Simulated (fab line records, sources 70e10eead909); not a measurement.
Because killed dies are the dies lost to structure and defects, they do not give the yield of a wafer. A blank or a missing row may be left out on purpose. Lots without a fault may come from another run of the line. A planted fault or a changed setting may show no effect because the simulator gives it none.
Matching of chambers	flow nand harc	cmp-04 running NHARC_A_DECK1_JOINT_CMP_13: 4 sister chambers
The step polishes, target thk 51.023 nm. 20 wafers are shown with their chamber, then 10 later ones without.

## WAFERS, EACH WITH ITS CHAMBER
wafer	chamber	time to endpoint s (s)	motor current A (A)
L078.2	0	11	12.8
L078.4	1	8	12.0
L078.6	0	11	12.6
L081.4	1	8	12.8
L081.5	3	7	13.5
L081.6	2	9	13.0
L082.2	3	9	13.1
L082.4	0	11	13.2
L082.6	0	9	12.6
L083.1	2	10	12.3
L083.2	0	9	13.3
L083.4	3	6	13.1
L085.1	2	10	12.4
L085.3	3	6	13.3
L085.6	3	5	12.6
L089.1	3	7	13.8
L089.2	2	10	12.2
L089.3	1	6	12.0
L091.1	2	11	12.3
L091.2	3	8	13.2

SIGNATURES, as means of the wafers listed above
reading	chamber 0	chamber 1	chamber 2	chamber 3	scatter within a chamber
time to endpoint s	10.20	7.33	10.00	6.86	1.13
motor current A	12.900	12.267	12.440	13.229	0.363
Rule: distance of a wafer from a chamber = root of the sum over the readings of ((wafer's reading minus chamber's mean) / reading's scatter) squared. The wafer belongs to the nearest chamber; if the next one is less than 2 further off, it can't be placed. How the scatter is found: for the shown wafers, subtract from each reading the mean of its chamber, square and add these, divide the total by (wafers less chambers), then take the root.

## WAFERS MISSING THEIR CHAMBER
wafer	time to endpoint s (s)	motor current A (A)
L091.3	10	12.5
L092.2	7	12.8
L092.4	9	12.2
L092.6	11	12.4
L094.3	5	13.4
L094.4	4	12.0
L094.5	7	11.9
L096.1	8	12.9
L096.2	4	12.2
L096.4	9	12.3

## EACH ONE'S CHAMBER
wafer	from the rows above	in truth
L091.3	can't be placed: 2 or 0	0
L092.2	can't be placed: 3 or 1 or 2 or 0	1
L092.4	can't be placed: 2 or 1 or 0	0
L092.6	can't be placed: 2 or 0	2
L094.3	3	3
L094.4	can't be placed: 1 or 3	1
L094.5	can't be placed: 1 or 2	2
L096.1	can't be placed: 3 or 1 or 0 or 2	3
L096.2	can't be placed: 1 or 3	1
L096.4	can't be placed: 2 or 1 or 0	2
Placed correctly: 1 of 10. Can't be placed from these rows: 9 (the true chamber is among the candidates in 9). Wrongly placed: 0.
